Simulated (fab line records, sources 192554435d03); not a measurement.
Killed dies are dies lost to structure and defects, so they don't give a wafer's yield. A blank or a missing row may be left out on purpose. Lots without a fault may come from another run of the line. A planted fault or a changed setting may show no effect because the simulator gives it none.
Split-lot experiment | flow n5_finfet | 7 lots, 21 wafers read, on a route of 1938 steps

THE SPLIT
At N5_BEOL_M13_COAT_22 (resist thk 300 nm), the setting spin_rpm was moved away from the recipe's 2888 rpm on 6 of the 21 wafers read, by -9.2% to +3.4%. The other wafers ran this setting at the recipe's value.

FROM THE SPLIT TO THE READING: what the file shows between them, 4 steps
- N5_BEOL_M13_EXPOSE_25: exposes mask M13, target cd 210 nm (also split here: dose_mj)
- N5_BEOL_M13_PEB_26: peb time 90 s
- N5_BEOL_M13_DEVELOP_27: develop time 45 s
- N5_BEOL_M13_DESCUM_33: chemistry O2, time 7.9 s

THE READING
coat_of_BEOL_M13_COAT_22.thk_nm (the simulator's own value, which no gauge read), in nm, at N5_BEOL_M13_ETCH_67 (etches SiARC in CF4, target depth 143 nm, time 238.3 s). The file gives no usual value for it. The 15 wafers here that ran the recipe average 211.5 nm, standard deviation 1.1 nm.

wafer  | tool, chamber at the split | spin_rpm as run, rpm | against the recipe | coat_of_BEOL_M13_COAT_22.thk_nm, nm | against lot-mates on the recipe
L076.3 | litho_track-05, 0          | 2622                 | -9.2%              | 225                                 | +14.0
L076.5 | litho_track-05, 0          | 2622                 | -9.2%              | 225.6                               | +14.6
L076.6 | litho_track-05, 0          | 2888                 | recipe             | 211                                 | -
L079.2 | litho_track-04, 0          | 2888                 | recipe             | 211.2                               | -
L079.5 | litho_track-04, 0          | 2888                 | recipe             | 212.4                               | -
L079.6 | litho_track-04, 0          | 2888                 | recipe             | 212                                 | -
L078.1 | litho_track-03, 0          | 2888                 | recipe             | 211                                 | -
L078.3 | litho_track-03, 0          | 2695                 | -6.7%              | 222.2                               | +11.2
L078.6 | litho_track-03, 0          | 2695                 | -6.7%              | 222.2                               | +11.2
L080.1 | litho_track-05, 0          | 2888                 | recipe             | 210.8                               | -
L080.3 | litho_track-05, 0          | 2888                 | recipe             | 209.6                               | -
L080.4 | litho_track-05, 0          | 2888                 | recipe             | 210.6                               | -
L083.3 | litho_track-03, 0          | 2888                 | recipe             | 213.4                               | -
L083.6 | litho_track-03, 0          | 2888                 | recipe             | 213.4                               | -
L083.4 | litho_track-03, 0          | 2986                 | +3.4%              | 208.2                               | -5.2
L085.3 | litho_track-05, 0          | 2888                 | recipe             | 210.6                               | -
L085.5 | litho_track-05, 0          | 2888                 | recipe             | 210.6                               | -
L085.6 | litho_track-05, 0          | 2888                 | recipe             | 210.6                               | -
L087.2 | litho_track-05, 0          | 2888                 | recipe             | 212.6                               | -
L087.4 | litho_track-05, 0          | 2888                 | recipe             | 212.8                               | -
L087.5 | litho_track-05, 0          | 2729                 | -5.5%              | 220                                 | +7.3

THE FIT
A straight line over all 21 wafers: coat_of_BEOL_M13_COAT_22.thk_nm changes by -1.49 nm for each +1% of spin_rpm; r = -0.98; the points scatter about the line by 1.1 nm.
The same after taking each lot's own level away (the mean of its wafers on the recipe; 21 wafers): -1.57 nm for each +1%; r = -1.00; scatter 0.49 nm.
On that fit, the largest move of spin_rpm shifts the reading by 14 nm.
The lots' own levels span 210.33 to 213.40 nm, that is 2.7 times the standard deviation above.
So the lot-to-lot level changes the slope little: the two slopes agree.
Check: with one of the wafers moved furthest among these (-9.2%) left out of the fit, the line predicts +14.6 nm for it against its lot-mates. It came out at +14 nm against them.

OTHER SPLITS ON THESE WAFERS
These wafers also went through other splits before the reading. Each is held against what the fit with the lots' levels taken away leaves over:
other split on the same wafers | wafers away from the commonest value | r with coat_of_BEOL_M13_COAT_22.thk_nm (lot level and that fit taken away)
N5_BEOL_M12_SPUTTER_44 power_w | 5                                    | +0.26
N5_BEOL_M13_EXPOSE_25 dose_mj  | 5                                    | -0.07

THE WHOLE CHAIN: every reading that the file lists as answering this split, in the file's order
step                | what it does                                           | reading                                                                          | change (the file's fit)              | r (the file's)
N5_BEOL_M13_COAT_22 | resist thk 300 nm                                      | coat_of_BEOL_M13_COAT_22.thk_nm (the simulator's own value, which no gauge read) | -1.56 nm for each +1% of the setting | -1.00
N5_BEOL_M13_ETCH_67 | etches SiARC in CF4, target depth 143 nm, time 238.3 s | coat_of_BEOL_M13_COAT_22.thk_nm (the simulator's own value, which no gauge read) | -1.54 nm for each +1% of the setting | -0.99

THE FILE'S OWN FIT
coat_of_BEOL_M13_COAT_22.thk_nm changes by -1.54 nm for each +1% of spin_rpm, r = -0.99.
